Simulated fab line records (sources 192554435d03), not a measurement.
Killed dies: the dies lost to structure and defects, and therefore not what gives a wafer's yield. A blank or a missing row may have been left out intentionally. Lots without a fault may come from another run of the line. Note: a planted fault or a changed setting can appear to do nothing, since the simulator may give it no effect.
fab line records	flow n5Finfet	part 1 of 2: steps 1 to 20 of 26
record: lots: 5	wafers: 15	lastDay: 16
route steps=1938 shown BEOL_M0_SAQP@700 BEOL_M0_CUTY@701 BEOL_M0@715
lots that met no fault: from a run of the same line without faults
startH: hours from the record's opening day to when the first of the lot's shown wafers began	waitH: hours elapsed since this lot's preceding step	" identical to the entry in the row above	L1.1+2: one row covering several wafers at once	- value missing, or start not given	* or withheld: withheld	< > ~ a bound
route shown NAME@n: names a module that has steps shown in the file, with the first one's number in the route	usual: mean and standard deviation over wafers with no fault	same: alike in all rows	chamber/n: place in a boat	sites: the reading at each site	_std_site: standard deviation of those values	_edge_site: the outer-site mean with the inner-site mean subtracted	radiusMm: for every site, how far away it sits from the centre of the wafer	mask NAME#n: copy n	behind: the last tool/chamber to shape the wafer	hold: why the lot was held/for how many hours/how that ended	device: the transistor (n, p or np) that didn't switch	end of line: the tests these same wafers got at the end of their route	for a step that has no rows: nothing shown but its recipe	killed: at the first sort, the dies lost to defects and structure; wafer yield is something else	map: a wafer's dies, marking killed ones x, the rest . and places with no die _
set.NAME: the run value of the setting; set.NAME@STEP: its run value at that earlier step	model.NAME: the simulator's own value behind a step, which no gauge read
lots seen at some steps along the route; tables by step, rows by wafer
services: from which hour (startH, from the record's first day; less than 0 if before it) a tool's chamber was out of use, for how many hours, and why
== steps ==
step: N5_BEOL_M0_SAQP_STRIP_75
recipe: chemistry: CF4	resist: SiARC	powerW: 300	biasPowerW: 75	pressureMtorr: 50	cf4FlowSccm: 150	rfFrequencyHz: 6e+07
usual: drypumpMotorCurrentA: 5.8/0.42	oesProductAu: 0.176/0.016	rfVppV: 271.0/1.4	showerheadPlenumPTorr: 1.79/0.048	throttleValvePct: 13.66/0.18
lot.wafer	tool	chamber	startH	waitH	drypumpMotorCurrentA	oesProductAu	rfHoursCounterH	rfVppV	showerheadPlenumPTorr	throttleValvePct
L076.2	rieDiel-04	2	127.35	0.1	6.2	0.166	145	271.4	1.78	13.75
L076.3	"	3	"	"	5.3	0.163	233	270.2	1.76	13.44
L076.5	"	0	"	"	5.2	0.167	-	269.0	1.72	13.73
L080.1	rieDiel-05	2	150.98	0.1	5.3	0.174	179	273.2	1.85	13.52
L080.5	"	0	"	"	6.1	0.191	-	270.7	1.84	13.69
L080.6	"	2	"	"	5.3	0.166	-	272.4	1.85	13.52
L081.1	rieDiel-02	0	154.21	0.1	5.8	0.169	197	271.5	1.77	13.78
L081.3	"	2	"	"	6.3	0.168	161	271.8	1.87	13.75
L081.6	"	3	"	"	5.9	0.171	-	271.5	1.77	13.50
L087.2	rieDiel-04	0	194.47	0.1	5.2	0.167	198	268.0	1.72	13.77
L087.4	"	0	"	"	5.2	0.162	-	269.8	1.72	13.76
L087.6	"	1	"	"	5.2	0.206	-	271.2	1.82	13.47
L096.3	rieDiel-05	1	246.60	0.1	6.3	0.161	244	270.9	1.86	13.76
L096.4	"	0	"	"	6.0	0.187	86	271.7	1.83	13.79
L096.5	"	0	"	"	6.1	0.186	-	272.5	1.83	13.78
step: N5_BEOL_M0_CUTY_COAT_50
recipe: resist: SiARC	tempC: 220	timeS: 60	spinRpm: 1500	resistThkNm: 15
lot.wafer	tool	chamber	startH	waitH
L076.2+3+5	lithoTrack-03	0	127.39	0.0
L080.1+5+6	lithoTrack-04	0	151.02	0.0
L081.1+3+6	lithoTrack-03	0	154.25	0.0
L087.2+4+6	lithoTrack-03	0	194.52	0.0
L096.3+4+5	lithoTrack-03	0	246.64	0.0
step: N5_BEOL_M0_CUTY_COAT_51
recipe: resist: CAR-ArF-block	spinRpm: 1500	resistThkNm: 150
lot.wafer	tool	chamber	startH	waitH
L076.2+3+5	lithoTrack-03	0	-	-
L080.1+5+6	lithoTrack-04	0	-	-
L081.1+3+6	lithoTrack-03	0	-	-
L087.2+4+6	lithoTrack-03	0	-	-
L096.3+4+5	lithoTrack-03	0	-	-
step: N5_BEOL_M0_CUTY_EBR_52
recipe: solvent: PGMEA	ebrWidthMm: 1.5
same: ebrWidthMm: 1.5
lot.wafer	tool	chamber	startH	waitH
L076.2+3+5	lithoTrack-03	0	-	-
L080.1+5+6	lithoTrack-04	0	-	-
L081.1+3+6	lithoTrack-03	0	-	-
L087.2+4+6	lithoTrack-03	0	-	-
L096.3+4+5	lithoTrack-03	0	-	-
step: N5_BEOL_M0_CUTY_SOFTBAKE_53
recipe: tempC: 110	timeS: 60	resist: CAR-ArF-block
lot.wafer	tool	chamber	startH	waitH
L076.2+3+5	lithoTrack-03	0	-	-
L080.1+5+6	lithoTrack-04	0	-	-
L081.1+3+6	lithoTrack-03	0	-	-
L087.2+4+6	lithoTrack-03	0	-	-
L096.3+4+5	lithoTrack-03	0	-	-
step: N5_BEOL_M0_CUTY_EXPOSE_54
recipe: maskId: M0_ABLK	na: 1.35	sourceShape: conventional	sigmaOuter: 0.8	polarization: unpolarized	doseMj: 36
same: na: 1.35
lot.wafer	tool	chamber	startH	waitH	mask
L076.2+3+5	arfiScanner-01	0	127.50	-	M0_ABLK#0
L080.1+5+6	arfiScanner-03	0	151.24	-	M0_ABLK#0
L081.1+3+6	arfiScanner-03	0	154.37	-	M0_ABLK#0
L087.2+4+6	arfiScanner-01	0	194.75	-	M0_ABLK#0
L096.3+4+5	arfiScanner-02	0	246.75	-	M0_ABLK#0
step: N5_BEOL_M0_CUTY_PEB_55
recipe: pebTempC: 110	pebTimeS: 60	resist: CAR-ArF-block
lot.wafer	tool	chamber	startH	waitH
L076.2+3+5	lithoTrack-03	0	127.55	0.0
L080.1+5+6	lithoTrack-04	0	151.30	0.1
L081.1+3+6	lithoTrack-03	0	154.43	0.1
L087.2+4+6	lithoTrack-03	0	194.80	0.0
L096.3+4+5	lithoTrack-03	0	246.80	0.0
step: N5_BEOL_M0_CUTY_DEVELOP_56
recipe: developTimeS: 30	developer: TMAH	resist: CAR-ArF-block	rinseLiquid: diw	dry: airSpin	devTempC: 23
lot.wafer	tool	chamber	startH	waitH
L076.2+3+5	lithoTrack-03	0	-	-
L080.1+5+6	lithoTrack-04	0	-	-
L081.1+3+6	lithoTrack-03	0	-	-
L087.2+4+6	lithoTrack-03	0	-	-
L096.3+4+5	lithoTrack-03	0	-	-
step: N5_BEOL_M0_CUTY_CD_MEAS_57
recipe: targetCdNm: 200	landingEnergyEv: 500	detector: seInlens	polarity: line
usual: cdNm: 200.0/0.88
lot.wafer	tool	chamber	startH	waitH	cdNm
L076.2	cdSem-01	0	127.62	-	199.9
L076.3	"	0	"	"	199.7
L076.5	"	0	"	"	200.5
L080.1	cdSem-02	0	151.37	-	200.2
L080.5	"	0	"	"	198.4
L080.6	"	0	"	"	199.4
L081.1	cdSem-01	0	154.50	-	201.2
L081.3	"	0	"	"	201.0
L081.6	"	0	"	"	200.9
L087.2	cdSem-02	0	194.87	-	200.1
L087.4	"	0	"	"	199.1
L087.6	"	0	"	"	200.2
L096.3	cdSem-02	0	246.87	-	200.6
L096.4	"	0	"	"	201.3
L096.5	"	0	"	"	201.3
step: N5_BEOL_M0_CUTY_OVL_MEAS_58
recipe: pointsPerWafer: 44
usual: M0_ABLK_OVL: 0.0/0.73
lot.wafer	tool	chamber	startH	waitH	M0_ABLK_OVL[nm]
L076.2	overlay-02	0	127.66	0.0	1.1
L076.3	"	0	"	"	0.0
L076.5	"	0	"	"	1.5
L080.1	overlay-02	0	151.40	0.0	-0.4
L080.5	"	0	"	"	-0.5
L080.6	"	0	"	"	-1.9
L081.1	overlay-01	0	154.53	0.0	-0.1
L081.3	"	0	"	"	0.2
L081.6	"	0	"	"	0.3
L087.2	overlay-02	0	194.90	0.0	0.2
L087.4	"	0	"	"	-0.8
L087.6	"	0	"	"	0.4
L096.3	overlay-02	0	246.89	0.0	0.7
L096.4	"	0	"	"	0.4
L096.5	"	0	"	"	-0.7
step: N5_BEOL_M0_CUTY_INSPECT_59
recipe: mode: adi	inspectInstrument: macro
usual: rawDefectCount: 2.0/1.4
lot.wafer	tool	chamber	startH	waitH	rawDefectCount
L076.2	defectInspect-02	-	127.68	0.0	1
L076.3	"	-	"	"	0
L076.5	"	-	"	"	2
L080.1	defectInspect-02	-	151.42	0.0	6
L080.5	"	-	"	"	1
L080.6	"	-	"	"	1
L081.1	defectInspect-02	-	154.55	0.0	2
L081.3	"	-	"	"	2
L081.6	"	-	"	"	1
L087.2	defectInspect-02	-	194.92	0.0	1
L087.4	"	-	"	"	2
L087.6	"	-	"	"	5
L096.3	defectInspect-02	-	246.92	0.0	3
L096.4	"	-	"	"	3
L096.5	"	-	"	"	2
step: N5_BEOL_M0_CUTY_DESCUM_61
recipe: chemistry: O2	timeS: 7.9	sourcePowerW: 50	biasPowerW: 20	pressureMtorr: 20	rfFrequencyHz: 2.712e+07	tempC: 40	resist: CAR-ArF-block	o2FlowSccm: 225
usual: drypumpMotorCurrentA: 5.5/0.51	oesProductAu: 0.79/0.071	rfVppV: 243.3/1.4	showerheadPlenumPTorr: 2.10/0.075	throttleValvePct: 20.47/0.22
lot.wafer	tool	chamber	startH	waitH	drypumpMotorCurrentA	oesProductAu	rfHoursCounterH	rfVppV	showerheadPlenumPTorr	throttleValvePct
L076.2	rieDiel-06	2	127.71	0.0	5.2	0.83	93	241.7	2.04	20.58
L076.3	"	0	"	"	5.0	0.74	175	244.0	2.16	20.61
L076.5	"	0	"	"	5.0	0.74	-	244.2	2.16	20.60
L080.1	rieDiel-01	2	151.46	0.0	5.1	0.79	100	244.8	2.20	20.70
L080.5	"	3	"	"	6.5	0.86	-	244.4	2.23	20.16
L080.6	"	2	"	"	5.1	0.79	-	246.9	2.20	20.70
L081.1	rieDiel-03	0	154.84	0.3	6.3	0.70	217	245.2	2.17	20.71
L081.3	"	2	"	"	5.8	0.72	201	242.2	1.99	20.61
L081.6	"	1	"	"	4.8	0.81	-	242.4	2.03	20.08
L087.2	rieDiel-06	2	195.05	0.1	5.2	0.80	117	242.4	2.03	20.61
L087.4	"	2	"	"	5.2	0.80	-	241.8	2.03	20.62
L087.6	"	3	"	"	4.9	0.81	-	241.9	2.03	20.20
L096.3	rieDiel-01	0	247.54	0.6	5.6	0.71	235	242.0	2.06	20.67
L096.4	"	3	"	"	6.5	0.81	76	245.5	2.21	20.22
L096.5	"	2	"	"	5.1	0.77	-	244.5	2.18	20.73
step: N5_BEOL_M0_CUTY_ETCH_62
recipe: chemistry: CF4	target: SiARC	maskMaterial: CAR-ArF-block	timeS: 58.5	ionEnergyEv: 80	pressureMtorr: 40	sourceW: 545	biasW: 36	Ar_flow_sccm: 100	cf4FlowSccm: 100	ends: cleared
usual: biasW: 35.98/0.095	drypumpMotorCurrentA: 5.5/0.51	etchRfOnTimeS: 58.5/1.2	oesProductAu: 0.67/0.06	rfVppV: 184.1/1.2	showerheadPlenumPTorr: 2.15/0.073	throttleValvePct: 15.62/0.26
lot.wafer	tool	chamber	startH	waitH	biasW	drypumpMotorCurrentA	etchRfOnTimeS	oesProductAu	rfHoursCounterH	rfVppV	showerheadPlenumPTorr	throttleValvePct
L076.2	rieDiel-06	2	127.75	0.0	35.93	5.2	56.8	0.71	93	184.0	2.07	15.61
L076.3	"	0	"	"	35.98	5.0	57.8	0.63	175	185.0	2.21	15.83
L076.5	"	0	"	"	35.99	5.0	58.3	0.63	-	184.8	2.21	15.82
L080.1	rieDiel-01	2	151.50	0.0	35.99	5.1	60.0	0.67	100	185.7	2.25	15.86
L080.5	"	3	"	"	36.04	6.5	57.0	0.75	-	186.0	2.27	15.31
L080.6	"	2	"	"	35.99	5.1	59.9	0.68	-	185.6	2.25	15.86
L081.1	rieDiel-03	0	154.87	0.0	35.97	6.2	56.5	0.61	217	183.7	2.21	15.86
L081.3	"	2	"	"	36.10	5.7	59.0	0.61	201	183.4	2.06	15.84
L081.6	"	1	"	"	35.94	4.8	59.3	0.69	-	184.3	2.08	15.24
L087.2	rieDiel-06	2	195.09	0.0	35.94	5.2	56.6	0.68	117	182.4	2.06	15.68
L087.4	"	2	"	"	35.96	5.2	56.8	0.68	-	183.6	2.06	15.65
L087.6	"	3	"	"	36.06	4.9	59.3	0.69	-	184.3	2.07	15.22
L096.3	rieDiel-01	0	247.58	0.0	35.92	5.6	58.6	0.60	235	183.6	2.11	15.90
L096.4	"	3	"	"	35.92	6.5	57.6	0.71	76	185.5	2.26	15.39
L096.5	"	2	"	"	36.03	5.2	60.0	0.65	-	186.1	2.24	15.95
step: N5_BEOL_M0_CUTY_ETCH_63
recipe: chemistry: N2/H2	target: SOC	targetDepthA: 827	overetchA: 165	maskMaterial: SiARC	tempC: 40	ionEnergyEv: 200	timeS: 124	pressureMtorr: 30	sourceW: 840	biasW: 150	n2FlowSccm: 200	h2FlowSccm: 200
usual: biasW: 150.1/0.44	drypumpMotorCurrentA: 5.5/0.51	oesProductAu: 0.65/0.056	rfVppV: 524.1/2.6	showerheadPlenumPTorr: 2.55/0.092	throttleValvePct: 17.84/0.25
lot.wafer	tool	chamber	startH	waitH	biasW	drypumpMotorCurrentA	oesProductAu	rfHoursCounterH	rfVppV	showerheadPlenumPTorr	throttleValvePct
L076.2	rieDiel-06	2	127.79	0.0	149.5	5.2	0.66	93	521.9	2.47	17.98
L076.3	"	0	"	"	149.4	5.0	0.60	176	527.3	2.64	18.14
L076.5	"	0	"	"	149.8	5.0	0.60	-	526.2	2.64	18.15
L080.1	rieDiel-01	2	151.54	0.0	149.6	5.1	0.66	100	527.8	2.68	18.15
L080.5	"	3	"	"	150.1	6.5	0.71	-	529.3	2.70	17.50
L080.6	"	2	"	"	150.4	5.1	0.67	-	528.3	2.68	18.12
L081.1	rieDiel-03	0	154.92	0.0	149.7	6.3	0.58	217	525.4	2.63	18.09
L081.3	"	2	"	"	150.3	5.8	0.58	201	520.2	2.41	17.98
L081.6	"	1	"	"	149.5	4.8	0.67	-	521.6	2.46	17.38
L087.2	rieDiel-06	2	195.13	0.0	150.3	5.2	0.65	117	520.2	2.46	18.02
L087.4	"	2	"	"	150.2	5.2	0.65	-	521.5	2.46	18.02
L087.6	"	3	"	"	150.5	4.9	0.66	-	521.1	2.48	17.70
L096.3	rieDiel-01	0	247.62	0.0	149.9	5.6	0.58	236	522.7	2.49	18.00
L096.4	"	3	"	"	151.1	6.5	0.67	76	526.6	2.68	17.55
L096.5	"	2	"	"	149.2	5.1	0.63	-	526.6	2.66	18.19
step: N5_BEOL_M0_CUTY_STRIP_64
recipe: chemistry: N2/H2	tempC: 40	n2FlowSccm: 200	h2FlowSccm: 200	rfFrequencyHz: 6e+07
lot.wafer	tool	chamber	startH	waitH
L076.2+3+5	rieDiel-06	2,0,0	127.91	0.1
L080.1+5+6	rieDiel-01	2,3,2	151.66	0.1
L081.1+3+6	rieDiel-03	0,2,1	155.03	0.1
L087.2+4+6	rieDiel-06	2,2,3	195.25	0.1
L096.3+4+5	rieDiel-01	0,3,2	247.73	0.1
step: N5_BEOL_M0_ETCH_138
recipe: chemistry: CH3F/O2	targetDepthA: 120	target: SiCN	timeS: 31.6	ionEnergyEv: 120	pressureMtorr: 30	sourceW: 395	biasW: 75	Ar_flow_sccm: 150	CH3F_flow_sccm: 30	O2_flow_sccm: 20	ends: cleared
usual: O2_flow_sccm: 20.01/0.061	biasW: 75.03/0.23	drypumpMotorCurrentA: 5.5/0.51	etchRfOnTimeS: 29.1/0.79	oesProductAu: 0.67/0.06	rfVppV: 297.5/1.6	showerheadPlenumPTorr: 2.01/0.071	throttleValvePct: 16.31/0.25
lot.wafer	tool	chamber	startH	waitH	O2_flow_sccm	biasW	drypumpMotorCurrentA	etchRfOnTimeS	oesProductAu	rfHoursCounterH	rfVppV	showerheadPlenumPTorr	throttleValvePct
L076.2	rieDiel-06	2	127.92	0.0	20.02	74.86	5.2	27.6	0.70	94	297.1	1.93	16.33
L076.3	"	0	"	"	20.07	74.91	5.1	27.7	0.63	176	297.1	2.07	16.51
L076.5	"	0	"	"	19.99	74.97	5.0	29.0	0.63	-	299.2	2.07	16.50
L080.1	rieDiel-01	2	151.67	0.0	20.15	74.75	5.1	29.6	0.68	100	299.6	2.11	16.60
L080.5	"	3	"	"	20.03	74.89	6.5	28.8	0.74	-	299.9	2.12	15.96
L080.6	"	2	"	"	20.14	74.66	5.1	30.9	0.68	-	299.8	2.11	16.59
L081.1	rieDiel-03	0	155.04	0.0	20.01	74.95	6.2	28.3	0.60	217	299.1	2.06	16.52
L081.3	"	2	"	"	19.99	74.94	5.7	28.8	0.61	201	296.4	1.91	16.54
L081.6	"	1	"	"	19.99	75.07	4.8	29.0	0.68	-	296.5	1.95	16.00
L087.2	rieDiel-06	2	195.26	0.0	19.95	75.36	5.2	27.9	0.68	117	296.2	1.92	16.36
L087.4	"	2	"	"	19.96	75.31	5.2	28.3	0.68	-	294.2	1.92	16.39
L087.6	"	3	"	"	20.01	74.53	4.9	29.6	0.69	-	297.5	1.93	15.91
L096.3	rieDiel-01	0	247.74	0.0	20.12	75.24	5.6	29.2	0.60	236	297.0	1.96	16.56
L096.4	"	3	"	"	20.16	74.86	6.5	28.8	0.71	76	299.6	2.10	16.03
L096.5	"	2	"	"	20.16	75.01	5.1	30.5	0.65	-	299.0	2.10	16.67
step: N5_BEOL_M0_HM_OPEN_105
recipe: chemistry: Cl2/BCl3	targetDepthA: 120	target: TiN	ionEnergyEv: 150	pressureMtorr: 10	icpW: 1000	biasW: 126	Cl2_flow_sccm: 53.25	bcl3FlowSccm: 21.75	Ar_flow_sccm: 25
usual: biasW: 126.0/0.41	drypumpMotorCurrentA: 5.8/0.58	oesProductAu: 0.69/0.083	throttleValvePct: 22.09/0.2
lot.wafer	tool	chamber	startH	waitH	biasW	drypumpMotorCurrentA	oesProductAu	rfHoursCounterH	throttleValvePct
L076.2	rieMetal-01	1	132.43	4.5	126.1	5.5	0.78	34	21.87
L076.3	"	1	"	"	125.8	5.5	0.78	-	21.87
L076.5	"	1	"	"	126.0	5.5	0.79	-	21.87
L080.1	rieMetal-01	1	154.33	2.6	126.4	5.5	0.78	36	21.86
L080.5	"	0	"	"	125.8	5.9	0.59	-	21.95
L080.6	"	1	"	"	126.4	5.5	0.78	-	21.86
L081.1	rieMetal-02	0	155.17	0.1	126.8	5.9	0.66	86	22.19
L081.3	"	1	"	"	125.6	6.3	0.67	-	22.46
L081.6	"	1	"	"	125.7	6.3	0.67	-	22.45
L087.2	rieMetal-03	1	197.17	1.9	126.3	4.9	0.62	114	22.17
L087.4	"	1	"	"	126.1	4.8	0.62	-	22.20
L087.6	"	0	"	"	126.1	6.6	0.70	-	22.05
L096.3	rieMetal-02	1	248.94	1.2	125.7	6.3	0.65	-	22.46
L096.4	"	0	"	"	126.8	5.9	0.65	-	22.20
L096.5	"	0	"	"	126.2	5.9	0.65	-	22.20
step: N5_BEOL_M0_STRIP_140
recipe: chemistry: CF4	resist: SiARC	powerW: 300	biasPowerW: 75	pressureMtorr: 50	cf4FlowSccm: 150	rfFrequencyHz: 6e+07
usual: drypumpMotorCurrentA: 5.4/0.48	oesProductAu: 0.78/0.067	rfVppV: 271.1/1.7	showerheadPlenumPTorr: 1.80/0.06	throttleValvePct: 13.58/0.26
lot.wafer	tool	chamber	startH	waitH	drypumpMotorCurrentA	oesProductAu	rfHoursCounterH	rfVppV	showerheadPlenumPTorr	throttleValvePct
L076.2	rieDiel-06	2	132.64	0.2	5.2	0.81	95	271.7	1.74	13.58
L076.3	"	3	"	"	4.9	0.83	63	269.9	1.74	13.18
L076.5	"	1	"	"	5.3	0.80	-	270.9	1.82	13.55
L080.1	rieDiel-06	2	154.50	0.1	5.2	0.79	102	268.5	1.73	13.61
L080.5	"	3	"	"	4.9	0.82	-	268.3	1.74	13.19
L080.6	"	0	"	"	5.0	0.72	-	271.1	1.86	13.85
L081.1	rieDiel-03	3	155.50	0.3	5.8	0.94	6	270.7	1.83	13.42
L081.3	"	1	"	"	4.8	0.80	92	271.2	1.73	13.16
L081.6	"	1	"	"	4.8	0.80	-	271.5	1.73	13.18
L087.2	rieDiel-06	1	197.50	0.3	5.4	0.78	108	272.5	1.82	13.61
L087.4	"	1	"	"	5.4	0.77	-	272.2	1.82	13.57
L087.6	"	3	"	"	4.9	0.80	-	272.2	1.74	13.20
L096.3	rieDiel-03	0	249.08	0.1	6.3	0.68	241	271.8	1.85	13.92
L096.4	"	3	"	"	5.8	0.88	40	271.2	1.82	13.47
L096.5	"	0	"	"	6.3	0.68	-	273.2	1.85	13.90
step: N5_BEOL_M0_STRIP_104
recipe: chemistry: N2/H2	powerW: 450	tempC: 40	pressureMtorr: 20	rfFrequencyHz: 6e+07	overashFraction: 0.3	biasPowerW: 7	h2Frac: 0.5	n2FlowSccm: 200	h2FlowSccm: 200
usual: drypumpMotorCurrentA: 5.5/0.48	oesProductAu: 0.79/0.071	rfVppV: 59.2/1.5	showerheadPlenumPTorr: 2.54/0.087	throttleValvePct: 23.75/0.26
lot.wafer	tool	chamber	startH	waitH	drypumpMotorCurrentA	oesProductAu	rfHoursCounterH	rfVppV	showerheadPlenumPTorr	throttleValvePct
L076.2	rieDiel-06	2	132.66	0.0	5.2	0.83	95	59.1	2.47	23.90
L076.3	"	3	"	"	4.9	0.84	63	57.9	2.48	23.73
L076.5	"	1	"	"	5.4	0.80	-	61.1	2.55	23.53
L080.1	rieDiel-06	2	154.52	0.0	5.2	0.82	102	57.0	2.46	23.92
L080.5	"	3	"	"	4.9	0.83	-	59.6	2.48	23.76
L080.6	"	0	"	"	5.1	0.73	-	60.2	2.63	24.14
L081.1	rieDiel-03	3	155.52	0.0	5.8	0.99	6	57.2	2.59	23.47
L081.3	"	1	"	"	4.9	0.80	92	59.8	2.45	23.15
L081.6	"	1	"	"	4.8	0.80	-	60.5	2.45	23.12
L087.2	rieDiel-06	1	197.52	0.0	5.4	0.79	108	58.3	2.54	23.55
L087.4	"	1	"	"	5.4	0.80	-	58.7	2.54	23.59
L087.6	"	3	"	"	4.9	0.81	-	59.1	2.47	23.78
L096.3	rieDiel-03	0	249.10	0.0	6.3	0.69	241	55.8	2.61	23.98
L096.4	"	3	"	"	5.8	0.90	40	59.3	2.57	23.51
L096.5	"	0	"	"	6.3	0.69	-	59.3	2.61	24.03
step: N5_BEOL_M0_WET_ETCH_106
recipe: chemistry: DHF	dilution: 10:1	tempC: 25	target: SiO2	targetDepthA: 1300	dry: ipaMarangoni	rinseTimeS: 30	rinseTempC: 23
lot.wafer	tool	chamber	startH	waitH
L076.2+3+5	wetBench-03	0,2,3	132.73	-
L080.1+5+6	wetBench-03	5,3,7	154.59	-
L081.1+3+6	wetBench-05	5,4,2	155.59	-
L087.2+4+6	wetBench-03	1,7,0	197.59	-
L096.3+4+5	wetBench-05	0,7,6	249.16	-
